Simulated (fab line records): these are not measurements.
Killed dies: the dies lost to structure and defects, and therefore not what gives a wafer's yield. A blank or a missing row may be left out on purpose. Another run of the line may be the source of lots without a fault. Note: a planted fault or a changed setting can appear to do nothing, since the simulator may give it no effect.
Split-lot experiment || flow n5Finfet || 7 lots, 39 wafers read, on a route of 1938 steps

== ABOUT THE SPLIT ==
At N5_GATE_CUT_DESCUM_18 (chemistry O2, time 7 s), the setting timeS was moved away from the recipe's 7 s on 12 of the 39 wafers read, by -35.9% to +38.8%. For the rest of the wafers, this setting stayed at what the recipe calls for.

No step appears in the file between the split and the reading.

== THE READING ==
CAR-EUV_of_GATE_CUT_COAT_07.thkNm (the simulator's own value, which no gauge read), in nm, at N5_GATE_CUT_ETCH_28 (etches underlayer in N2/H2, target depth 13 nm, time 10.4 s). No usual value for it is given in the file. Average 14.7 nm, standard deviation 0.13 nm, over the 27 wafers here run with the recipe.

{"wafer": "L074.1", "tool, chamber at the split": "rieDiel-02, 1,0,2", "timeS as run, s": 9.718, "against the recipe": "+38.8%", "CAR-EUV_of_GATE_CUT_COAT_07.thkNm, nm": 13.4, "against lot-mates on the recipe": -1.3}
{"wafer": "L074.3", "tool, chamber at the split": "rieDiel-02, 1,0,2", "timeS as run, s": 9.718, "against the recipe": "+38.8%", "CAR-EUV_of_GATE_CUT_COAT_07.thkNm, nm": 13.4, "against lot-mates on the recipe": -1.3}
{"wafer": "L074.5", "tool, chamber at the split": "rieDiel-02, 1,0,2", "timeS as run, s": 9.718, "against the recipe": "+38.8%", "CAR-EUV_of_GATE_CUT_COAT_07.thkNm, nm": 13.4, "against lot-mates on the recipe": -1.3}
{"wafer": "L074.2", "tool, chamber at the split": "rieDiel-02, 2,1,0", "timeS as run, s": 7, "against the recipe": "recipe", "CAR-EUV_of_GATE_CUT_COAT_07.thkNm, nm": 14.6, "against lot-mates on the recipe": "-"}
{"wafer": "L074.4", "tool, chamber at the split": "rieDiel-02, 2,1,0", "timeS as run, s": 7, "against the recipe": "recipe", "CAR-EUV_of_GATE_CUT_COAT_07.thkNm, nm": 14.8, "against lot-mates on the recipe": "-"}
{"wafer": "L074.6", "tool, chamber at the split": "rieDiel-02, 2,1,0", "timeS as run, s": 7, "against the recipe": "recipe", "CAR-EUV_of_GATE_CUT_COAT_07.thkNm, nm": 14.8, "against lot-mates on the recipe": "-"}
{"wafer": "L075.1", "tool, chamber at the split": "rieDiel-02, 2,1", "timeS as run, s": 9.481, "against the recipe": "+35.4%", "CAR-EUV_of_GATE_CUT_COAT_07.thkNm, nm": 13.4, "against lot-mates on the recipe": -1.3}
{"wafer": "L075.3", "tool, chamber at the split": "rieDiel-02, 2,1", "timeS as run, s": 9.481, "against the recipe": "+35.4%", "CAR-EUV_of_GATE_CUT_COAT_07.thkNm, nm": 13.4, "against lot-mates on the recipe": -1.3}
{"wafer": "L075.5", "tool, chamber at the split": "rieDiel-02, 2", "timeS as run, s": 9.481, "against the recipe": "+35.4%", "CAR-EUV_of_GATE_CUT_COAT_07.thkNm, nm": 13.4, "against lot-mates on the recipe": -1.3}
{"wafer": "L075.2", "tool, chamber at the split": "rieDiel-02, 0", "timeS as run, s": 7, "against the recipe": "recipe", "CAR-EUV_of_GATE_CUT_COAT_07.thkNm, nm": 14.6, "against lot-mates on the recipe": "-"}
{"wafer": "L075.4", "tool, chamber at the split": "rieDiel-02, 0,1", "timeS as run, s": 7, "against the recipe": "recipe", "CAR-EUV_of_GATE_CUT_COAT_07.thkNm, nm": 14.8, "against lot-mates on the recipe": "-"}
{"wafer": "L075.6", "tool, chamber at the split": "rieDiel-02, 0,1", "timeS as run, s": 7, "against the recipe": "recipe", "CAR-EUV_of_GATE_CUT_COAT_07.thkNm, nm": 14.8, "against lot-mates on the recipe": "-"}
{"wafer": "L084.1", "tool, chamber at the split": "rieDiel-02, 3,0,1,2,3,0", "timeS as run, s": 7, "against the recipe": "recipe", "CAR-EUV_of_GATE_CUT_COAT_07.thkNm, nm": 14.8, "against lot-mates on the recipe": "-"}
{"wafer": "L084.2", "tool, chamber at the split": "rieDiel-02, 3,0,1,2,3,0", "timeS as run, s": 7, "against the recipe": "recipe", "CAR-EUV_of_GATE_CUT_COAT_07.thkNm, nm": 14.8, "against lot-mates on the recipe": "-"}
{"wafer": "L084.3", "tool, chamber at the split": "rieDiel-02, 3,0,1,2,3,0", "timeS as run, s": 7, "against the recipe": "recipe", "CAR-EUV_of_GATE_CUT_COAT_07.thkNm, nm": 14.8, "against lot-mates on the recipe": "-"}
{"wafer": "L084.4", "tool, chamber at the split": "rieDiel-02, 3,0,1,2,3,0", "timeS as run, s": 7, "against the recipe": "recipe", "CAR-EUV_of_GATE_CUT_COAT_07.thkNm, nm": 14.8, "against lot-mates on the recipe": "-"}
{"wafer": "L084.5", "tool, chamber at the split": "rieDiel-02, 3,0,1,2,3,0", "timeS as run, s": 7, "against the recipe": "recipe", "CAR-EUV_of_GATE_CUT_COAT_07.thkNm, nm": 14.8, "against lot-mates on the recipe": "-"}
{"wafer": "L084.6", "tool, chamber at the split": "rieDiel-02, 3,0,1,2,3,0", "timeS as run, s": 7, "against the recipe": "recipe", "CAR-EUV_of_GATE_CUT_COAT_07.thkNm, nm": 14.8, "against lot-mates on the recipe": "-"}
{"wafer": "L085.1", "tool, chamber at the split": "rieDiel-03, 2", "timeS as run, s": 7, "against the recipe": "recipe", "CAR-EUV_of_GATE_CUT_COAT_07.thkNm, nm": 14.6, "against lot-mates on the recipe": "-"}
{"wafer": "L085.3", "tool, chamber at the split": "rieDiel-03, 3,2", "timeS as run, s": 7, "against the recipe": "recipe", "CAR-EUV_of_GATE_CUT_COAT_07.thkNm, nm": 14.6, "against lot-mates on the recipe": "-"}
{"wafer": "L085.2", "tool, chamber at the split": "rieDiel-03, 1,0,1", "timeS as run, s": 8.782, "against the recipe": "+25.5%", "CAR-EUV_of_GATE_CUT_COAT_07.thkNm, nm": 13.8, "against lot-mates on the recipe": -0.7}
{"wafer": "L085.4", "tool, chamber at the split": "rieDiel-03, 1,0,1", "timeS as run, s": 8.782, "against the recipe": "+25.5%", "CAR-EUV_of_GATE_CUT_COAT_07.thkNm, nm": 13.8, "against lot-mates on the recipe": -0.7}
{"wafer": "L085.5", "tool, chamber at the split": "rieDiel-03, 1,0,1", "timeS as run, s": 8.782, "against the recipe": "+25.5%", "CAR-EUV_of_GATE_CUT_COAT_07.thkNm, nm": 13.8, "against lot-mates on the recipe": -0.7}
{"wafer": "L085.6", "tool, chamber at the split": "rieDiel-03, 3,2", "timeS as run, s": 7, "against the recipe": "recipe", "CAR-EUV_of_GATE_CUT_COAT_07.thkNm, nm": 14.4, "against lot-mates on the recipe": "-"}
{"wafer": "L090.1", "tool, chamber at the split": "rieDiel-01, 3,1", "timeS as run, s": 7, "against the recipe": "recipe", "CAR-EUV_of_GATE_CUT_COAT_07.thkNm, nm": 14.8, "against lot-mates on the recipe": "-"}
{"wafer": "L090.2", "tool, chamber at the split": "rieDiel-01, 2,1,0,2", "timeS as run, s": 7, "against the recipe": "recipe", "CAR-EUV_of_GATE_CUT_COAT_07.thkNm, nm": 14.6, "against lot-mates on the recipe": "-"}
{"wafer": "L090.3", "tool, chamber at the split": "rieDiel-01, 2,1,0,2", "timeS as run, s": 7, "against the recipe": "recipe", "CAR-EUV_of_GATE_CUT_COAT_07.thkNm, nm": 14.6, "against lot-mates on the recipe": "-"}
{"wafer": "L090.4", "tool, chamber at the split": "rieDiel-01, 2,1,0,2", "timeS as run, s": 7, "against the recipe": "recipe", "CAR-EUV_of_GATE_CUT_COAT_07.thkNm, nm": 14.6, "against lot-mates on the recipe": "-"}
{"wafer": "L090.5", "tool, chamber at the split": "rieDiel-01, 2,1,0,2", "timeS as run, s": 7, "against the recipe": "recipe", "CAR-EUV_of_GATE_CUT_COAT_07.thkNm, nm": 14.6, "against lot-mates on the recipe": "-"}
{"wafer": "L090.6", "tool, chamber at the split": "rieDiel-01, 3,1", "timeS as run, s": 7, "against the recipe": "recipe", "CAR-EUV_of_GATE_CUT_COAT_07.thkNm, nm": 14.6, "against lot-mates on the recipe": "-"}
{"wafer": "L092.1", "tool, chamber at the split": "rieDiel-02, 1,2", "timeS as run, s": 4.484, "against the recipe": "-35.9%", "CAR-EUV_of_GATE_CUT_COAT_07.thkNm, nm": 15.8, "against lot-mates on the recipe": "+1.2"}
{"wafer": "L092.4", "tool, chamber at the split": "rieDiel-02, 1,2", "timeS as run, s": 4.484, "against the recipe": "-35.9%", "CAR-EUV_of_GATE_CUT_COAT_07.thkNm, nm": 15.8, "against lot-mates on the recipe": "+1.2"}
{"wafer": "L092.5", "tool, chamber at the split": "rieDiel-02, 3", "timeS as run, s": 4.484, "against the recipe": "-35.9%", "CAR-EUV_of_GATE_CUT_COAT_07.thkNm, nm": 15.8, "against lot-mates on the recipe": "+1.2"}
{"wafer": "L092.2", "tool, chamber at the split": "rieDiel-02, 3", "timeS as run, s": 7, "against the recipe": "recipe", "CAR-EUV_of_GATE_CUT_COAT_07.thkNm, nm": 14.6, "against lot-mates on the recipe": "-"}
{"wafer": "L092.3", "tool, chamber at the split": "rieDiel-02, 0,2", "timeS as run, s": 7, "against the recipe": "recipe", "CAR-EUV_of_GATE_CUT_COAT_07.thkNm, nm": 14.6, "against lot-mates on the recipe": "-"}
{"wafer": "L092.6", "tool, chamber at the split": "rieDiel-02, 0,2", "timeS as run, s": 7, "against the recipe": "recipe", "CAR-EUV_of_GATE_CUT_COAT_07.thkNm, nm": 14.6, "against lot-mates on the recipe": "-"}
{"wafer": "L097.1", "tool, chamber at the split": "rieDiel-03, 1,0,3", "timeS as run, s": 7, "against the recipe": "recipe", "CAR-EUV_of_GATE_CUT_COAT_07.thkNm, nm": 14.4, "against lot-mates on the recipe": "-"}
{"wafer": "L097.6", "tool, chamber at the split": "rieDiel-03, 1,0,3", "timeS as run, s": 7, "against the recipe": "recipe", "CAR-EUV_of_GATE_CUT_COAT_07.thkNm, nm": 14.4, "against lot-mates on the recipe": "-"}
{"wafer": "L097.5", "tool, chamber at the split": "rieDiel-03, 1,0,3", "timeS as run, s": 7, "against the recipe": "recipe", "CAR-EUV_of_GATE_CUT_COAT_07.thkNm, nm": 14.6, "against lot-mates on the recipe": "-"}
Where a row lists several chambers, the file gives one row for several wafers and doesn't say which wafer went through which chamber.

FIT RESULTS
A straight line over all 39 wafers: CAR-EUV_of_GATE_CUT_COAT_07.thkNm changes by -0.0331 nm for each +1% of timeS; r = -0.98; the points scatter about the line by 0.12 nm.
The same after taking each lot's own level away (the mean of its wafers on the recipe; 39 wafers): -0.0342 nm for each +1%; r = -0.99; scatter 0.081 nm.
According to that fit, moving timeS by its largest amount changes the reading by 1.3 nm.
The span of the lots' own levels, 14.47 to 14.80 nm, comes to 2.5 times the standard deviation stated above.
Consequently the slope shifts little with the lot-to-lot level, the two slopes agreeing.
Check: for one of the wafers moved furthest among these (+38.8%), held out of the fit, the line's prediction against its lot-mates is -1.33 nm. Against them it came out at -1.33 nm.

== THE WHOLE CHAIN: every reading that the file lists as answering this split, in the file's order ==
{"step": "N5_GATE_CUT_DESCUM_18", "what it does": "chemistry O2, time 7 s", "reading": "CAR-EUV_of_GATE_CUT_COAT_07.thkNm (the simulator's own value, which no gauge read)", "change (the file's fit)": "-0.0345 nm for each +1% of the setting", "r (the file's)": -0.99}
{"step": "N5_GATE_CUT_ETCH_28", "what it does": "etches underlayer in N2/H2, target depth 13 nm, time 10.4 s", "reading": "CAR-EUV_of_GATE_CUT_COAT_07.thkNm (the simulator's own value, which no gauge read)", "change (the file's fit)": "-0.0342 nm for each +1% of the setting", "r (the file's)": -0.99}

== FILE'S OWN FIT ==
CAR-EUV_of_GATE_CUT_COAT_07.thkNm changes by -0.0342 nm for each +1% of timeS, r = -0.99.
